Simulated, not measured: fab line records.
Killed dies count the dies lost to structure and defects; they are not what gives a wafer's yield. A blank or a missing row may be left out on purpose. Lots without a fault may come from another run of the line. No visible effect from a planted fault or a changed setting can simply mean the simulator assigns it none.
Matching of chambers	flow n5_finfet	ald_metal-03 running N5_BEOL_M0_ALD_136: 4 sister chambers
The step deposits TaN, pulse time 2 s, purge time 3 s, co reactant purge time 2 s. 4 wafers are shown with their chamber, then 8 later ones without.

## WAFERS PAIRED WITH THEIR CHAMBERS
wafer	chamber	heater_power_w (W)
L093.6	3	382
L094.2	0	353
L094.5	1	492
L095.1	2	455

## WAFERS MISSING THEIR CHAMBER
wafer	heater_power_w (W)
L095.4	371
L095.6	338
L096.1	456
L096.4	370
L096.6	463
L097.2	372
L097.5	379
L097.6	342

## WHICH CHAMBER EACH ONE RAN IN
wafer	from the rows above	in truth
L095.4	can't be placed: 3 or 0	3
L095.6	0	0
L096.1	2	2
L096.4	can't be placed: 3 or 0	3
L096.6	2	2
L097.2	can't be placed: 3 or 0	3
L097.5	3	3
L097.6	0	0
5 of 8 placed correctly. Not placeable from these rows: 3 (in 3, the candidates include the true chamber). Number placed wrongly: 0.
How it was worked out, from the rows above alone: a wafer's distance from a chamber is the root of the sum, over the readings, of the square of ((its reading less the chamber's mean) divided by the reading's scatter). If the next closest chamber is less than 2 further off than the closest, the wafer can't be placed; otherwise it belongs to the closest. For every chamber, the mean is computed from those of its wafers that are shown. The scatter: root of mean squared gap, hidden wafer to nearest shown wafer, with one shown wafer a chamber.
